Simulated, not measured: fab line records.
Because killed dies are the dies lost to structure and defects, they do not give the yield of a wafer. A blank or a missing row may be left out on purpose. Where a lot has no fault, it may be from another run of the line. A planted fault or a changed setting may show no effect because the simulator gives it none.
Matching of chambers | flow n5-finfet | N5_BEOL_M9_ETCH_65 on rie-diel-03: 4 sister chambers
The step etches SiARC in CF4, target depth 15.6 nm, time 26 s. 7 wafers are shown with their chamber, then 7 later ones without.

## WAFERS WITH THEIR CHAMBER
wafer  | chamber | showerhead-plenum-p-Torr (Torr) | drypump-motor-current-A (A)
L079.6 | 3       | 2.27                            | 6.5
L077.3 | 1       | 2.22                            | 6.1
L088.1 | 2       | 2.12                            | 5.5
L088.4 | 3       | 2.26                            | 6.4
L088.6 | 1       | 2.22                            | 6.1
L087.1 | 0       | 2.05                            | 5.1
L087.2 | 2       | 2.12                            | 5.5

## WAFERS MISSING THEIR CHAMBER
wafer  | showerhead-plenum-p-Torr (Torr) | drypump-motor-current-A (A)
L087.6 | 2.05                            | 5.1
L090.3 | 2.12                            | 5.4
L090.4 | 2.12                            | 5.5
L090.5 | 2.26                            | 6.4
L095.2 | 2.04                            | 5.1
L095.3 | 2.26                            | 6.4
L095.4 | 2.21                            | 6.1

## WHICH CHAMBER EACH ONE RAN IN
wafer  | from the rows above | in truth
L087.6 | 0                   | 0
L090.3 | 2                   | 2
L090.4 | 2                   | 2
L090.5 | 3                   | 3
L095.2 | 0                   | 0
L095.3 | 3                   | 3
L095.4 | 1                   | 1
Correct placement for 7 of the 7. From these rows, 0 cannot be placed. 0 placed wrongly.
How it was worked out, from the rows above alone: a wafer's distance from a chamber is the root of the sum, over the readings, of the square of ((its reading less the chamber's mean) divided by the reading's scatter). If the next closest chamber is less than 2 further off than the closest, the wafer can't be placed; otherwise it belongs to the closest. A chamber's mean is the mean of its shown wafers. The scatter: take each reading less its chamber's mean, square it, sum over the shown wafers, divide by the number of wafers less the number of chambers, and take the root.
